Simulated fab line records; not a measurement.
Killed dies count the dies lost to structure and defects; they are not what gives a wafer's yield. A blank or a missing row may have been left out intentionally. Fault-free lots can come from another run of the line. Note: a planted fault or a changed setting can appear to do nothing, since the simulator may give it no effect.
fab line records	flow n5-finfet
[record] lots = 24	wafers = 72	last-day = 18
route steps=1938 shown HKMG_FIN@388
lots that met no fault: taken from a fault-free run of the same line
start-h: hours from the record's first day to the start of the lot's first wafer shown	wait-h: time in hours since the lot's previous step	" unchanged from the row above	L1.1+2: one row covering several wafers at once	- no value, or no start given	* or withheld: withheld	< > ~ a bound
route shown NAME@n: names a module that has steps shown in the file, with the first one's number in the route	usual: the fault-free wafers' mean and standard deviation	same: alike in all rows	chamber/n: place in a boat	sites: per-site readings	_std_site: the values' standard deviation	_edge_site: the outer-site mean with the inner-site mean subtracted	radius-mm: how far each site lies from the wafer's centre	mask NAME#n: copy n	behind: tool/chamber where the wafer was last shaped	hold: the reason the lot was held/the length of the hold in hours/how it ended	device: the transistor (n, p or np) that didn't switch	end of line: the route-end tests of the same wafers	step lacking rows: just its recipe	killed: count of dies lost to structure and defects at first sort (not the wafer's yield)	map: per-die view of a wafer (x killed, . not killed, _ where there is no die)
set.NAME: setting as actually run; set.NAME@STEP: the setting as run at that earlier step	model.NAME: the simulator's own value behind a step, which no gauge read
route steps across a sampled set of lots; one table per step, one row per wafer
services: from which hour (start-h, from the record's first day; less than 0 if before it) a tool's chamber was out of use, for how many hours, and why
[[steps]]
[step N5_HKMG_FIN_ALD_74]
[recipe] material = La2O3	target-thk-a = 5	temp-c = 250	ald-precursor-family = La-Cp	ald-co-reactant = O3	pulse-time-s = 6	co-reactant-pulse-time-s = 1	purge-time-s = 3	co-reactant-purge-time-s = 3
[usual] heater-power-outer-w = 200/16	heater-power-w = 356/23	precursor-pulse-height-rel = 0.998/0.019
[same] co-reactant-purge-time-s = 3	pulse-time-s = 6
lot.wafer	tool	chamber	start-h	wait-h	heater-power-outer-w	heater-power-w	precursor-pulse-height-rel
L074.2	ald-hk-01	1	72.24	0.2	192	355	0.991
L074.3	"	0	"	"	179	322	0.982
L074.6	"	1	"	"	194	354	1.026
L075.1	ald-hk-03	1	75.23	0.2	204	359	0.971
L075.3	"	0	"	"	210	380	1.026
L075.5	"	3	"	"	206	369	1.021
L076.2	ald-hk-02	2	82.65	0.2	192	339	0.992
L076.3	"	1	"	"	185	348	0.964
L076.5	"	2	"	"	189	347	0.986
L077.3	ald-hk-01	1	87.49	0.1	197	363	1.031
L077.5	"	0	"	"	182	328	0.980
L077.6	"	1	"	"	200	360	0.983
L078.2	ald-hk-01	3	95.56	0.2	191	349	1.029
L078.4	"	0	"	"	182	322	1.020
L078.6	"	3	"	"	192	346	1.005
L079.2	ald-hk-01	3	101.70	0.2	191	352	0.996
L079.3	"	1	"	"	196	360	0.977
L079.6	"	2	"	"	207	394	0.986
L080.1	ald-hk-03	2	107.74	0.2	221	355	0.980
L080.3	"	3	"	"	209	366	1.005
L080.5	"	2	"	"	222	358	0.991
L081.1	ald-hk-03	2	114.75	0.2	220	361	1.001
L081.3	"	1	"	"	204	356	1.026
L081.6	"	0	"	"	217	380	0.994
L082.2	ald-hk-03	3	121.94	0.2	215	379	0.977
L082.3	"	2	"	"	218	358	1.019
L082.5	"	3	"	"	206	370	0.992
L083.3	ald-hk-01	3	127.85	0.1	194	347	1.001
L083.4	"	2	"	"	206	387	0.996
L083.5	"	1	"	"	196	358	0.980
L084.1	ald-hk-03	0	136.72	0.2	219	378	1.053
L084.2	"	2	"	"	214	359	0.982
L084.4	"	3	"	"	208	371	0.986
L085.2	ald-hk-03	1	137.91	0.2	202	367	0.971
L085.3	"	2	"	"	225	357	1.019
L085.5	"	0	"	"	221	368	0.992
L086.1	ald-hk-03	0	150.35	0.2	219	375	1.026
L086.4	"	1	"	"	203	357	1.019
L086.6	"	0	"	"	219	379	0.993
L087.1	ald-hk-01	1	153.07	0.2	197	361	1.009
L087.4	"	0	"	"	185	321	0.945
L087.5	"	1	"	"	197	362	1.007
L088.2	ald-hk-03	0	156.83	0.2	221	379	0.998
L088.5	"	1	"	"	205	352	0.995
L088.6	"	0	"	"	221	381	1.003
L089.4	ald-hk-03	0	166.76	0.1	221	383	1.020
L089.5	"	3	"	"	210	371	1.013
L089.6	"	0	"	"	222	387	0.992
L090.1	ald-hk-02	2	169.84	0.2	195	357	0.987
L090.2	"	0	"	"	159	302	0.990
L090.6	"	1	"	"	184	357	1.014
L091.1	ald-hk-02	0	176.12	0.2	154	304	1.009
L091.3	"	1	"	"	181	363	0.966
L091.5	"	3	"	"	181	312	1.021
L092.1	ald-hk-02	3	185.06	0.2	181	315	1.013
L092.2	"	0	"	"	160	303	0.983
L092.6	"	2	"	"	193	350	0.988
L093.1	ald-hk-03	2	187.24	0.2	222	355	1.005
L093.4	"	0	"	"	219	378	1.002
L093.5	"	3	"	"	208	376	1.020
L094.1	ald-hk-01	3	197.32	0.2	190	347	1.010
L094.5	"	3	"	"	191	340	1.006
L094.6	"	2	"	"	207	390	0.986
L095.1	ald-hk-02	3	201.28	0.2	178	309	0.988
L095.2	"	2	"	"	192	359	0.991
L095.4	"	1	"	"	187	353	1.005
L096.2	ald-hk-03	3	210.49	0.2	206	378	0.980
L096.3	"	0	"	"	214	374	1.023
L096.5	"	0	"	"	222	372	0.995
L097.1	ald-hk-03	1	218.92	0.2	200	350	1.003
L097.3	"	0	"	"	215	375	0.997
L097.5	"	1	"	"	197	353	1.047
[step N5_HKMG_FIN_OVL_MEAS_50]
[recipe] points-per-wafer = 44
[usual] NDIPOLE_OVL = 0.2/0.82
lot.wafer	tool	chamber	start-h	wait-h	NDIPOLE_OVL[nm]
L074.2	overlay-01	0	72.69	0.0	1.9
L074.3	"	0	"	"	1.1
L074.6	"	0	"	"	1.9
L075.1	overlay-01	0	75.80	0.0	0.7
L075.3	"	0	"	"	1.0
L075.5	"	0	"	"	-0.4
L076.2	overlay-01	0	83.10	0.0	0.9
L076.3	"	0	"	"	-0.4
L076.5	"	0	"	"	0.8
L077.3	overlay-01	0	88.06	0.0	0.2
L077.5	"	0	"	"	0.7
L077.6	"	0	"	"	1.1
L078.2	overlay-01	0	96.13	0.0	0.0
L078.4	"	0	"	"	0.4
L078.6	"	0	"	"	0.3
L079.2	overlay-02	0	102.27	0.0	0.0
L079.3	"	0	"	"	-0.8
L079.6	"	0	"	"	0.2
L080.1	overlay-01	0	108.18	0.0	-0.3
L080.3	"	0	"	"	-0.4
L080.5	"	0	"	"	-0.8
L081.1	overlay-01	0	115.32	0.0	0.0
L081.3	"	0	"	"	-0.1
L081.6	"	0	"	"	-1.1
L082.2	overlay-01	0	122.39	0.0	-1.2
L082.3	"	0	"	"	-1.0
L082.5	"	0	"	"	-1.0
L083.3	overlay-02	0	128.42	0.0	-0.3
L083.4	"	0	"	"	-1.0
L083.5	"	0	"	"	-0.8
L084.1	overlay-01	0	137.29	0.0	0.5
L084.2	"	0	"	"	1.6
L084.4	"	0	"	"	0.9
L085.2	overlay-01	0	138.36	0.0	1.0
L085.3	"	0	"	"	0.3
L085.5	"	0	"	"	-0.3
L086.1	overlay-02	0	150.92	0.0	0.9
L086.4	"	0	"	"	0.6
L086.6	"	0	"	"	-0.7
L087.1	overlay-02	0	153.64	0.0	0.3
L087.4	"	0	"	"	0.7
L087.5	"	0	"	"	0.9
L088.2	overlay-02	0	157.40	0.0	-0.2
L088.5	"	0	"	"	-1.0
L088.6	"	0	"	"	-0.5
L089.4	overlay-02	0	167.21	0.0	0.0
L089.5	"	0	"	"	0.5
L089.6	"	0	"	"	0.2
L090.1	overlay-01	0	170.28	0.0	0.7
L090.2	"	0	"	"	1.7
L090.6	"	0	"	"	0.6
L091.1	overlay-02	0	176.85	0.0	-0.2
L091.3	"	0	"	"	0.4
L091.5	"	0	"	"	0.5
L092.1	overlay-02	0	185.71	0.0	-1.3
L092.2	"	0	"	"	-0.8
L092.6	"	0	"	"	-1.0
L093.1	overlay-01	0	187.96	0.0	1.0
L093.4	"	0	"	"	0.5
L093.5	"	0	"	"	0.5
L094.1	overlay-02	0	197.89	0.0	0.2
L094.5	"	0	"	"	0.4
L094.6	"	0	"	"	1.3
L095.1	overlay-01	0	201.85	0.0	-0.1
L095.2	"	0	"	"	-0.4
L095.4	"	0	"	"	0.1
L096.2	overlay-01	0	211.07	0.0	1.3
L096.3	"	0	"	"	-0.2
L096.5	"	0	"	"	0.9
L097.1	overlay-01	0	219.39	0.0	-1.0
L097.3	"	0	"	"	-0.7
L097.5	"	0	"	"	-1.1
[step N5_HKMG_FIN_DESCUM_53]
[recipe] chemistry = O2	time-s = 7.9	source-power-w = 50	bias-power-w = 20	pressure-mtorr = 20	rf-frequency-hz = 2.712e+07	temp-c = 40	resist = CAR-ArF	o2-flow-sccm = 225
[usual] drypump-motor-current-A = 5.9/0.42	o2-flow-sccm = 225.0/0.61	oes-product-au = 0.74/0.069	rf-vpp-V = 243.1/1.4	showerhead-plenum-p-Torr = 2.09/0.08	throttle-valve-pct = 20.43/0.22
lot.wafer	tool	chamber	start-h	wait-h	drypump-motor-current-A	o2-flow-sccm	oes-product-au	rf-hours-counter-h	rf-vpp-V	showerhead-plenum-p-Torr	throttle-valve-pct
L074.2	rie-diel-05	1	72.75	0.0	5.2	223.9	0.72	185	245.5	2.19	20.72
L074.3	"	3	"	"	6.5	225.7	0.74	164	242.9	2.17	20.60
L074.6	"	0	"	"	5.7	224.9	0.72	-	243.6	2.19	20.42
L075.1	rie-diel-03	0	75.86	0.0	6.3	224.8	0.68	205	243.1	2.08	20.58
L075.3	"	2	"	"	5.5	224.6	0.69	207	241.6	2.05	20.30
L075.5	"	3	"	"	5.9	225.7	0.75	-	244.2	2.07	19.98
L076.2	rie-diel-05	1	83.16	0.0	5.2	225.1	0.71	188	244.1	2.19	20.72
L076.3	"	3	"	"	6.5	225.5	0.73	169	243.5	2.17	20.58
L076.5	"	1	"	"	5.1	224.3	0.71	-	245.3	2.19	20.76
L077.3	rie-diel-02	0	88.12	0.0	6.4	225.2	0.77	121	240.5	1.91	20.35
L077.5	"	2	"	"	5.8	226.0	0.70	-	242.9	2.08	20.71
L077.6	"	3	"	"	6.0	225.8	0.91	-	242.1	2.04	20.36
L078.2	rie-diel-03	2	96.19	0.0	5.4	224.3	0.69	213	242.7	2.05	20.30
L078.4	"	1	"	"	6.3	225.0	0.80	92	242.4	2.11	20.39
L078.6	"	1	"	"	6.3	225.2	0.80	-	244.7	2.11	20.40
L079.2	rie-diel-03	1	102.73	0.4	6.4	225.4	0.80	94	243.5	2.11	20.41
L079.3	"	2	"	"	5.4	224.9	0.69	215	242.7	2.05	20.32
L079.6	"	0	"	"	6.3	225.5	0.69	-	242.1	2.08	20.59
L080.1	rie-diel-02	0	108.24	0.0	6.4	225.1	0.76	127	240.1	1.91	20.36
L080.3	"	3	"	"	6.0	225.0	0.89	22	242.9	2.03	20.35
L080.5	"	1	"	"	5.4	224.1	0.75	-	245.3	2.18	20.22
L081.1	rie-diel-05	0	115.38	0.0	5.8	224.2	0.71	198	246.6	2.18	20.43
L081.3	"	3	"	"	6.5	225.1	0.71	181	244.5	2.17	20.61
L081.6	"	0	"	"	5.8	224.7	0.71	-	244.7	2.18	20.45
L082.2	rie-diel-05	1	122.45	0.0	5.1	226.0	0.70	203	244.3	2.18	20.76
L082.3	"	0	"	"	5.7	226.5	0.71	202	245.7	2.18	20.43
L082.5	"	3	"	"	6.5	224.4	0.71	-	244.5	2.17	20.61
L083.3	rie-diel-05	1	128.48	0.0	5.2	225.3	0.71	205	242.9	2.18	20.76
L083.4	"	1	"	"	5.2	224.6	0.70	-	244.8	2.18	20.75
L083.5	"	3	"	"	6.5	224.1	0.71	-	245.0	2.17	20.62
L084.1	rie-diel-03	0	137.35	0.0	6.3	223.7	0.66	222	243.3	2.07	20.59
L084.2	"	3	"	"	5.9	226.0	0.73	180	242.8	2.06	19.99
L084.4	"	2	"	"	5.5	225.4	0.68	226	243.3	2.05	20.32
L085.2	rie-diel-02	1	139.29	0.9	5.4	225.6	0.74	170	244.0	2.17	20.24
L085.3	"	0	"	"	6.3	225.9	0.77	134	240.4	1.91	20.38
L085.5	"	0	"	"	6.3	225.7	0.77	-	240.7	1.91	20.38
L086.1	rie-diel-03	2	150.98	0.0	5.5	224.9	0.67	231	242.7	2.05	20.34
L086.4	"	1	"	"	6.4	225.4	0.78	110	242.7	2.10	20.42
L086.6	"	1	"	"	6.4	224.6	0.78	-	243.1	2.10	20.42
L087.1	rie-diel-05	0	153.98	0.3	5.8	224.2	0.70	213	243.6	2.18	20.46
L087.4	"	3	"	"	6.5	226.1	0.71	196	243.9	2.16	20.63
L087.5	"	3	"	"	6.5	224.8	0.71	-	244.3	2.16	20.62
L088.2	rie-diel-03	0	157.53	0.1	6.3	225.0	0.66	230	242.3	2.07	20.61
L088.5	"	1	"	"	6.4	225.8	0.79	-	243.9	2.10	20.42
L088.6	"	0	"	"	6.3	224.9	0.66	-	242.6	2.07	20.61
L089.4	rie-diel-02	2	167.26	0.0	5.8	224.9	0.68	243	242.1	2.07	20.77
L089.5	"	1	"	"	5.4	224.8	0.73	-	244.2	2.17	20.25
L089.6	"	2	"	"	5.8	225.3	0.69	-	243.4	2.07	20.74
L090.1	rie-diel-05	2	170.34	0.0	5.5	224.6	0.94	15	243.0	2.04	20.03
L090.2	"	1	"	"	5.2	225.5	0.69	219	245.6	2.17	20.80
L090.6	"	2	"	"	5.5	224.6	0.94	-	242.4	2.04	20.02
L091.1	rie-diel-02	2	176.90	0.0	5.8	224.0	0.68	246	242.0	2.07	20.75
L091.3	"	0	"	"	6.3	225.5	0.75	144	240.4	1.91	20.39
L091.5	"	1	"	"	5.4	224.6	0.74	-	245.1	2.17	20.26
L092.1	rie-diel-03	3	186.22	0.5	5.9	226.3	0.73	197	243.7	2.06	20.03
L092.2	"	0	"	"	6.3	225.2	0.66	240	242.8	2.07	20.63
L092.6	"	1	"	"	6.4	224.7	0.76	-	244.4	2.10	20.44
L093.1	rie-diel-02	3	188.05	0.1	5.9	224.9	0.84	49	241.5	2.02	20.43
L093.4	"	2	"	"	5.8	225.5	0.68	250	242.3	2.07	20.76
L093.5	"	1	"	"	5.4	225.5	0.72	-	244.3	2.17	20.25
L094.1	rie-diel-05	2	197.95	0.0	5.5	224.9	0.92	24	241.8	2.03	20.02
L094.5	"	3	"	"	6.5	225.2	0.69	-	245.1	2.16	20.64
L094.6	"	0	"	"	5.8	225.7	0.70	-	244.3	2.17	20.49
L095.1	rie-diel-02	3	202.13	0.3	5.9	225.0	0.83	56	241.7	2.02	20.42
L095.2	"	0	"	"	6.4	224.7	0.74	155	239.5	1.90	20.41
L095.4	"	0	"	"	6.3	225.0	0.74	-	242.0	1.90	20.41
L096.2	rie-diel-02	3	211.12	0.0	5.9	224.6	0.84	60	242.3	2.02	20.42
L096.3	"	0	"	"	6.3	225.3	0.73	159	240.2	1.90	20.42
L096.5	"	0	"	"	6.3	224.5	0.74	-	240.8	1.90	20.41
L097.1	rie-diel-03	3	219.45	0.0	5.9	225.3	0.71	210	243.2	2.05	20.05
L097.3	"	3	"	"	5.9	226.0	0.72	-	242.6	2.05	20.04
L097.5	"	0	"	"	6.3	224.3	0.65	-	242.1	2.06	20.65
[step N5_HKMG_FIN_ETCH_54]
[recipe] chemistry = CF4	target = SiARC	target-depth-a = 455	mask-material = CAR-ArF	time-s = 75.8	ion-energy-ev = 80	pressure-mtorr = 40	source-w = 545	bias-w = 36	Ar_flow_sccm = 100	cf4-flow-sccm = 100	ends = cleared
[usual] drypump-motor-current-A = 5.9/0.43	etch-rf-on-time-s = 75.3/1.7	oes-product-au = 0.64/0.054	rf-vpp-V = 184.1/1.1	showerhead-plenum-p-Torr = 2.14/0.071	throttle-valve-pct = 15.64/0.18
lot.wafer	tool	chamber	start-h	wait-h	drypump-motor-current-A	etch-rf-on-time-s	oes-product-au	rf-hours-counter-h	rf-vpp-V	showerhead-plenum-p-Torr	throttle-valve-pct
L074.2	rie-diel-05	1	72.78	0.0	5.1	75.0	0.62	185	185.6	2.21	15.80
L074.3	"	3	"	"	6.5	74.2	0.64	164	185.0	2.22	15.81
L074.6	"	0	"	"	5.8	74.4	0.63	-	184.6	2.22	15.47
L075.1	rie-diel-03	0	75.90	0.0	6.3	78.0	0.59	205	183.2	2.12	15.78
L075.3	"	2	"	"	5.4	73.3	0.60	207	183.5	2.12	15.65
L075.5	"	3	"	"	5.9	73.5	0.64	-	185.7	2.14	15.39
L076.2	rie-diel-05	1	83.19	0.0	5.2	74.6	0.62	188	184.3	2.21	15.81
L076.3	"	3	"	"	6.5	73.0	0.64	169	185.3	2.21	15.80
L076.5	"	1	"	"	5.1	75.0	0.62	-	185.5	2.20	15.81
L077.3	rie-diel-02	0	88.16	0.0	6.3	75.9	0.66	121	182.7	1.98	15.62
L077.5	"	2	"	"	5.7	79.0	0.60	-	184.4	2.12	15.85
L077.6	"	3	"	"	5.9	75.5	0.77	-	186.0	2.09	15.50
L078.2	rie-diel-03	2	96.23	0.0	5.5	72.9	0.60	213	184.4	2.12	15.64
L078.4	"	1	"	"	6.3	75.1	0.69	92	183.3	2.16	15.53
L078.6	"	1	"	"	6.3	76.0	0.68	-	184.9	2.16	15.53
L079.2	rie-diel-03	1	102.77	0.0	6.4	75.8	0.68	94	184.8	2.16	15.54
L079.3	"	2	"	"	5.4	72.6	0.60	215	182.9	2.12	15.66
L079.6	"	0	"	"	6.3	76.6	0.59	-	184.5	2.12	15.81
L080.1	rie-diel-02	0	108.28	0.0	6.4	74.1	0.66	127	182.8	1.98	15.63
L080.3	"	3	"	"	6.0	74.2	0.77	22	184.4	2.09	15.51
L080.5	"	1	"	"	5.4	78.0	0.63	-	185.9	2.23	15.48
L081.1	rie-diel-05	0	115.41	0.0	5.7	75.2	0.62	198	184.9	2.21	15.50
L081.3	"	3	"	"	6.5	74.5	0.63	181	184.8	2.21	15.85
L081.6	"	0	"	"	5.8	75.5	0.62	-	185.4	2.21	15.51
L082.2	rie-diel-05	1	122.48	0.0	5.2	74.7	0.62	203	183.8	2.20	15.84
L082.3	"	0	"	"	5.8	74.9	0.62	202	186.0	2.21	15.52
L082.5	"	3	"	"	6.5	73.8	0.62	-	185.5	2.21	15.84
L083.3	rie-diel-05	1	128.51	0.0	5.1	74.1	0.61	205	185.9	2.20	15.84
L083.4	"	1	"	"	5.1	74.3	0.61	-	186.0	2.20	15.84
L083.5	"	3	"	"	6.5	74.3	0.61	-	185.7	2.21	15.85
L084.1	rie-diel-03	0	137.38	0.0	6.3	76.8	0.58	222	184.5	2.12	15.81
L084.2	"	3	"	"	5.9	73.6	0.63	180	183.4	2.13	15.44
L084.4	"	2	"	"	5.5	72.9	0.59	226	184.4	2.11	15.68
L085.2	rie-diel-02	1	139.32	0.0	5.4	76.7	0.63	170	183.9	2.23	15.47
L085.3	"	0	"	"	6.4	74.2	0.66	134	181.3	1.97	15.66
L085.5	"	0	"	"	6.3	74.8	0.65	-	183.2	1.97	15.67
L086.1	rie-diel-03	2	151.01	0.0	5.5	73.0	0.59	231	183.7	2.11	15.69
L086.4	"	1	"	"	6.3	76.0	0.67	110	182.7	2.15	15.56
L086.6	"	1	"	"	6.3	76.1	0.66	-	183.6	2.15	15.57
L087.1	rie-diel-05	0	154.01	0.0	5.8	75.4	0.60	213	184.2	2.21	15.55
L087.4	"	3	"	"	6.5	74.4	0.61	196	184.1	2.21	15.87
L087.5	"	3	"	"	6.5	75.1	0.61	-	184.1	2.21	15.87
L088.2	rie-diel-03	0	157.56	0.0	6.3	76.3	0.59	230	184.0	2.11	15.82
L088.5	"	1	"	"	6.4	75.1	0.68	-	184.5	2.15	15.56
L088.6	"	0	"	"	6.2	75.9	0.58	-	184.0	2.11	15.85
L089.4	rie-diel-02	2	167.30	0.0	5.8	77.5	0.59	243	183.7	2.11	15.90
L089.5	"	1	"	"	5.4	78.9	0.61	-	184.5	2.22	15.50
L089.6	"	2	"	"	5.8	77.2	0.59	-	183.7	2.11	15.92
L090.1	rie-diel-05	2	170.38	0.0	5.5	76.4	0.78	15	184.8	2.10	15.23
L090.2	"	1	"	"	5.1	74.6	0.61	219	184.2	2.19	15.88
L090.6	"	2	"	"	5.5	76.1	0.78	-	183.7	2.10	15.26
L091.1	rie-diel-02	2	176.94	0.0	5.8	77.5	0.58	246	183.1	2.11	15.93
L091.3	"	0	"	"	6.3	74.1	0.65	144	183.9	1.97	15.68
L091.5	"	1	"	"	5.4	77.8	0.62	-	185.5	2.22	15.50
L092.1	rie-diel-03	3	186.25	0.0	5.9	72.4	0.62	197	185.2	2.13	15.45
L092.2	"	0	"	"	6.3	76.6	0.57	240	182.6	2.11	15.86
L092.6	"	1	"	"	6.3	76.6	0.65	-	184.7	2.15	15.58
L093.1	rie-diel-02	3	188.09	0.0	5.9	75.4	0.71	49	183.3	2.08	15.57
L093.4	"	2	"	"	5.8	78.6	0.58	250	182.9	2.11	15.91
L093.5	"	1	"	"	5.4	78.3	0.61	-	183.8	2.22	15.51
L094.1	rie-diel-05	2	197.98	0.0	5.5	75.4	0.77	24	181.7	2.10	15.25
L094.5	"	3	"	"	6.5	73.8	0.61	-	185.6	2.20	15.90
L094.6	"	0	"	"	5.7	74.3	0.60	-	184.2	2.20	15.56
L095.1	rie-diel-02	3	202.17	0.0	6.0	74.9	0.72	56	182.5	2.08	15.59
L095.2	"	0	"	"	6.3	74.8	0.64	155	181.3	1.97	15.69
L095.4	"	0	"	"	6.3	75.6	0.63	-	182.2	1.97	15.70
L096.2	rie-diel-02	3	211.16	0.0	6.0	74.7	0.72	60	182.7	2.07	15.60
L096.3	"	0	"	"	6.3	75.0	0.64	159	181.8	1.96	15.71
L096.5	"	0	"	"	6.3	75.3	0.64	-	183.4	1.96	15.72
L097.1	rie-diel-03	3	219.50	0.0	5.9	73.3	0.62	210	183.7	2.13	15.49
L097.3	"	3	"	"	5.9	73.8	0.61	-	185.0	2.13	15.49
L097.5	"	0	"	"	6.3	77.1	0.57	-	184.0	2.11	15.87
[step N5_HKMG_FIN_ALD_79]
[recipe] material = TiN	target-thk-a = 15	temp-c = 400	ald-precursor-family = TiCl4	ald-co-reactant = NH3	pulse-time-s = 1	purge-time-s = 3	co-reactant-purge-time-s = 2	co-reactant-pulse-time-s = 2	ald-cycles = 68	pressure-torr = 3
[usual] heater-power-outer-w = 496/72	heater-power-w = 832/110	precursor-pulse-height-rel = 1.001/0.021
[same] co-reactant-purge-time-s = 2	pulse-time-s = 1
lot.wafer	tool	chamber	start-h	wait-h	heater-power-outer-w	heater-power-w	precursor-pulse-height-rel
L074.2	ald-metal-02	0	74.13	0.0	560	881	0.962
L074.3	"	2	"	"	664	1003	1.039
L074.6	"	2	"	"	650	962	0.997
L075.1	ald-metal-03	3	77.23	0.0	694	1144	0.990
L075.3	"	0	"	"	450	775	0.989
L075.5	"	1	"	"	507	828	0.994
L076.2	ald-metal-03	2	84.52	0.0	528	909	0.982
L076.3	"	3	"	"	664	1130	1.015
L076.5	"	2	"	"	528	925	1.009
L077.3	ald-metal-03	3	89.49	0.0	671	1105	0.994
L077.5	"	3	"	"	700	1131	1.032
L077.6	"	1	"	"	517	821	1.037
L078.2	ald-metal-02	0	97.76	0.0	534	903	1.000
L078.4	"	3	"	"	563	879	1.037
L078.6	"	2	"	"	659	982	1.015
L079.2	ald-metal-04	2	104.10	0.0	449	779	1.016
L079.3	"	0	"	"	464	791	1.012
L079.6	"	2	"	"	449	775	0.985
L080.1	ald-metal-02	1	109.61	0.0	508	911	1.005
L080.3	"	3	"	"	568	881	1.044
L080.5	"	1	"	"	520	888	1.023
L081.1	ald-metal-04	0	116.75	0.0	475	802	1.025
L081.3	"	3	"	"	450	710	0.973
L081.6	"	3	"	"	440	738	0.976
L082.2	ald-metal-04	2	123.81	0.0	438	784	0.991
L082.3	"	3	"	"	444	739	0.997
L082.5	"	0	"	"	465	822	0.980
L083.3	ald-metal-03	1	129.85	0.0	520	820	0.986
L083.4	"	0	"	"	454	740	1.027
L083.5	"	2	"	"	522	929	0.976
L084.1	ald-metal-03	0	138.72	0.0	459	751	0.987
L084.2	"	1	"	"	517	826	1.010
L084.4	"	3	"	"	678	1144	1.012
L085.2	ald-metal-03	2	140.66	0.0	537	939	1.032
L085.3	"	3	"	"	681	1143	0.989
L085.5	"	2	"	"	545	911	1.039
L086.1	ald-metal-04	1	152.34	0.0	442	774	1.016
L086.4	"	2	"	"	452	774	1.041
L086.6	"	0	"	"	469	803	0.998
L087.1	ald-metal-04	1	155.34	0.0	445	763	1.004
L087.4	"	0	"	"	480	801	1.002
L087.5	"	2	"	"	436	735	0.965
L088.2	ald-metal-04	2	158.95	0.0	444	753	1.007
L088.5	"	3	"	"	445	727	0.967
L088.6	"	2	"	"	436	783	1.035
L089.4	ald-metal-04	3	168.64	0.0	460	703	1.001
L089.5	"	2	"	"	451	758	1.001
L089.6	"	1	"	"	432	786	1.003
L090.1	ald-metal-03	3	171.71	0.0	672	1145	1.023
L090.2	"	1	"	"	518	851	1.000
L090.6	"	1	"	"	516	809	0.988
L091.1	ald-metal-04	0	178.28	0.0	481	803	0.993
L091.3	"	3	"	"	456	707	0.981
L091.5	"	3	"	"	447	732	1.023
L092.1	ald-metal-03	2	187.58	0.0	531	932	1.041
L092.2	"	0	"	"	458	769	1.059
L092.6	"	0	"	"	451	752	0.992
L093.1	ald-metal-04	2	189.42	0.0	449	773	0.993
L093.4	"	1	"	"	439	791	0.978
L093.5	"	2	"	"	440	769	0.983
L094.1	ald-metal-04	3	199.31	0.0	439	726	0.983
L094.5	"	2	"	"	454	767	1.024
L094.6	"	1	"	"	429	787	1.020
L095.1	ald-metal-04	0	203.50	0.0	482	818	0.978
L095.2	"	2	"	"	436	769	1.002
L095.4	"	3	"	"	442	725	0.987
L096.2	ald-metal-04	0	212.50	0.0	474	811	0.994
L096.3	"	3	"	"	451	710	0.990
L096.5	"	2	"	"	436	784	1.030
L097.1	ald-metal-04	2	221.21	0.0	444	776	0.959
L097.3	"	0	"	"	462	785	1.021
L097.5	"	0	"	"	483	805	1.005
[step N5_HKMG_FIN_CD_MEAS_12]
[recipe] target-cd-nm = 92.8	landing-energy-ev = 500	detector = se-inlens
[usual] cd-nm = 93.0/0.66
lot.wafer	tool	chamber	start-h	wait-h	cd-nm
L074.2	cd-sem-03	0	76.08	-	93.3
L074.3	"	0	"	"	93.8
L074.6	"	0	"	"	93.4
L075.1	cd-sem-03	0	79.10	-	93.8
L075.3	"	0	"	"	94.8
L075.5	"	0	"	"	93.6
L076.2	cd-sem-01	0	86.31	-	92.5
L076.3	"	0	"	"	93.2
L076.5	"	0	"	"	93.3
L077.3	cd-sem-01	0	91.40	-	92.1
L077.5	"	0	"	"	92.9
L077.6	"	0	"	"	92.2
L078.2	cd-sem-01	0	99.67	-	92.1
L078.4	"	0	"	"	93.5
L078.6	"	0	"	"	93.0
L079.2	cd-sem-01	0	106.23	-	93.6
L079.3	"	0	"	"	92.0
L079.6	"	0	"	"	92.3
L080.1	cd-sem-02	0	111.53	-	93.4
L080.3	"	0	"	"	93.0
L080.5	"	0	"	"	94.1
L081.1	cd-sem-03	0	118.86	-	93.0
L081.3	"	0	"	"	93.8
L081.6	"	0	"	"	93.9
L082.2	cd-sem-03	0	125.74	-	92.7
L082.3	"	0	"	"	92.4
L082.5	"	0	"	"	92.4
L083.3	cd-sem-02	0	131.69	-	93.7
L083.4	"	0	"	"	93.6
L083.5	"	0	"	"	92.0
L084.1	cd-sem-02	0	140.60	-	94.1
L084.2	"	0	"	"	93.2
L084.4	"	0	"	"	94.4
L085.2	cd-sem-02	0	142.52	-	93.0
L085.3	"	0	"	"	92.7
L085.5	"	0	"	"	93.9
L086.1	cd-sem-02	0	154.13	-	92.9
L086.4	"	0	"	"	92.7
L086.6	"	0	"	"	92.4
L087.1	cd-sem-02	0	157.45	-	93.9
L087.4	"	0	"	"	93.6
L087.5	"	0	"	"	92.9
L088.2	cd-sem-02	0	160.87	-	93.4
L088.5	"	0	"	"	92.9
L088.6	"	0	"	"	93.4
L089.4	cd-sem-02	0	170.54	-	93.3
L089.5	"	0	"	"	92.3
L089.6	"	0	"	"	93.1
L090.1	cd-sem-03	0	173.74	-	92.8
L090.2	"	0	"	"	93.3
L090.6	"	0	"	"	93.5
L091.1	cd-sem-02	0	181.13	-	91.9
L091.3	"	0	"	"	92.9
L091.5	"	0	"	"	91.7
L092.1	cd-sem-01	0	189.76	-	92.7
L092.2	"	0	"	"	93.4
L092.6	"	0	"	"	93.3
L093.1	cd-sem-03	0	191.28	-	91.7
L093.4	"	0	"	"	93.2
L093.5	"	0	"	"	92.9
L094.1	cd-sem-02	0	201.23	-	93.3
L094.5	"	0	"	"	92.9
L094.6	"	0	"	"	92.3
L095.1	cd-sem-01	0	205.61	-	92.0
L095.2	"	0	"	"	93.5
L095.4	"	0	"	"	92.3
L096.2	cd-sem-01	0	214.59	-	92.8
L096.3	"	0	"	"	93.7
L096.5	"	0	"	"	93.2
L097.1	cd-sem-03	0	223.40	-	92.8
L097.3	"	0	"	"	91.7
L097.5	"	0	"	"	93.2
[[services]]
tool	chamber	start-h	hours	kind
ald-metal-04	0	50.65	4.7	repair
ald-metal-02	3	52.96	30.9	repair
ald-metal-02	-	54.21	8.7	pm
ald-metal-04	3	64.41	43.8	repair
ald-metal-04	-	73.44	14.6	pm
ald-metal-03	2	86.02	29.6	repair
ald-metal-04	-	94.89	1.0	repair
ald-metal-04	1	102.82	7.3	repair
rie-diel-05	2	109.16	-	clean
rie-diel-05	2	109.16	-	consumable-replace:focus-ring
rie-diel-05	2	109.16	22.5	scheduled-down
rie-diel-05	2	109.16	22.5	vent-cycle
ald-metal-03	-	115.71	1.9	repair
ald-metal-02	-	116.20	0.6	repair
ald-hk-02	-	137.68	1.9	repair
rie-diel-05	1	141.45	1.7	repair
ald-hk-01	-	142.99	2.2	repair
ald-metal-03	1	144.11	24.1	repair
ald-metal-03	3	149.19	3.7	repair
ald-hk-01	-	150.10	2.7	pm
ald-metal-02	-	175.46	0.9	repair
ald-metal-02	2	181.98	17.3	repair
ald-metal-02	3	201.15	10.5	repair
rie-diel-03	1	217.32	3.5	repair
[[key]]
fault none
